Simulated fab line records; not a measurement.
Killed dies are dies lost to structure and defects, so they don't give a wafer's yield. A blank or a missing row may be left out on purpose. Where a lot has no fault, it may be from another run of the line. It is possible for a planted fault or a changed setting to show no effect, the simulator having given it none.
Struck lot and sound lot, side by side -- flow nandHarc -- 12 out of 1302 route steps
Sound: wafers L967.2, L967.3, L967.5. Struck: wafer L960.6. (L960.3 of the same lot was not struck and is left out.) The cause comes at the end.
Order at every step that has rows: each side's tool, ch and its chambers, its first start. Under that, the readings that differ: sound wafers -- struck wafers -- difference of the means -- sigmas: that difference in standard deviations of wafers without a fault.
alike: same words and numbers on both sides, and readings whose means sit less than 2 such deviations apart. not compared: any withheld reading, any reading some wafer has no value for, any bound like >300 that may hide the same value, and any number with overlapping values for which the record gives no deviation.
The two part at a step that has a row with sigmas, a row that says differs or no value, or rows on one side only. When numbers do not overlap yet have no deviation, they are printed without sigmas and do not part them. A reading missing from all wafers of one side parts the sides only when that side holds two or more wafers.

NHARC_A_CHANNEL_FILL_D1_ALD_25: deposits SiOx, target thk 60 nm, pulse time 10 s, ald cycles 600.
  sound on aldHk-04 ch 0,2, day 16 01:43; struck on aldHk-04 ch 2, day 12 21:37
  alike: heaterPowerW, precursorPulseHeightRel
  not compared: sinceWetCleanH
NHARC_A_CHANNEL_FILL_D1_ETCHBACK_08: etches the open film in C4F8, target depth 220 nm, time 110 s.
  sound: rieDiel-08 ch 1,2; struck: rieDiel-09 ch 2
  alike: oesProductAu, rfVppV, runLengthS
  not compared: rfHoursCounterH
NHARC_A_CHANNEL_FILL_D1_STRIP_29: strips in O2, time 20 s.
  sound: rieDiel-08 ch 1,3; struck: rieDiel-09 ch 3
reading,sound,struck,difference,sigmas
drypumpMotorCurrentA (A),5.6 5.7 5.7,6.5,+0.8,+2
throttleValvePct (%),17.047 17.038 17.041,17.023,-0.019,-2
  alike: oesProductAu, rfVppV, showerheadPlenumPTorr
  not compared: rfHoursCounterH
then, 3 steps without rows for these wafers: NHARC_A_CHANNEL_FILL_D1_PRECLEAN_30 (cleans in dHF, time 30 s); NHARC_A_CHANNEL_FILL_D1_SRD_31; NHARC_A_CHANNEL_FILL_D1_CVD_09 (deposits poly-Si, target thk 150 nm, time 3000 s).
NHARC_A_CHANNEL_FILL_D1_CMP_10: polishes, target thk 150 nm.
  sound on cmp-01 ch 0,2,3, day 16 13:17; struck on cmp-04 ch 1, day 13 07:11
  alike: motorCurrentA, timeToEndpointS
following that, these wafers have no rows for 1 step: NHARC_A_CHANNEL_FILL_D1_SRD_12.
NHARC_A_CHANNEL_FILL_D1_INSPECT_13:
  sound on defectInspect-02, day 16 13:38; struck on defectInspect-02, day 13 07:34
  alike: rawDefectCount
NHARC_A_DECK1_JOINT_ETCHBACK_07: etches the open film in HBr, target depth 105 nm, time 26.9 s.
  sound on rieSi-06 ch 0,2,3, day 16 13:43; struck on rieSi-01 ch 0, day 13 07:39
reading,sound,struck,difference,sigmas
runLengthS (s),49.0 49.4 47.6,39.9,-8.8,-19
  alike: drypumpMotorCurrentA, oesProductAu, throttleValvePct
  not compared: biasW, rfHoursCounterH
then, 2 steps without rows for these wafers: NHARC_A_DECK1_JOINT_ETCH_25 (etches SiO2 in dHF, target depth 0.5 nm); NHARC_END_SORT_01.

== WHERE THEY PART ==
Last at NHARC_A_DECK1_JOINT_ETCHBACK_07 as far as this record goes, first at NHARC_A_CHANNEL_FILL_D1_STRIP_29.

WHY: what the simulator had put in
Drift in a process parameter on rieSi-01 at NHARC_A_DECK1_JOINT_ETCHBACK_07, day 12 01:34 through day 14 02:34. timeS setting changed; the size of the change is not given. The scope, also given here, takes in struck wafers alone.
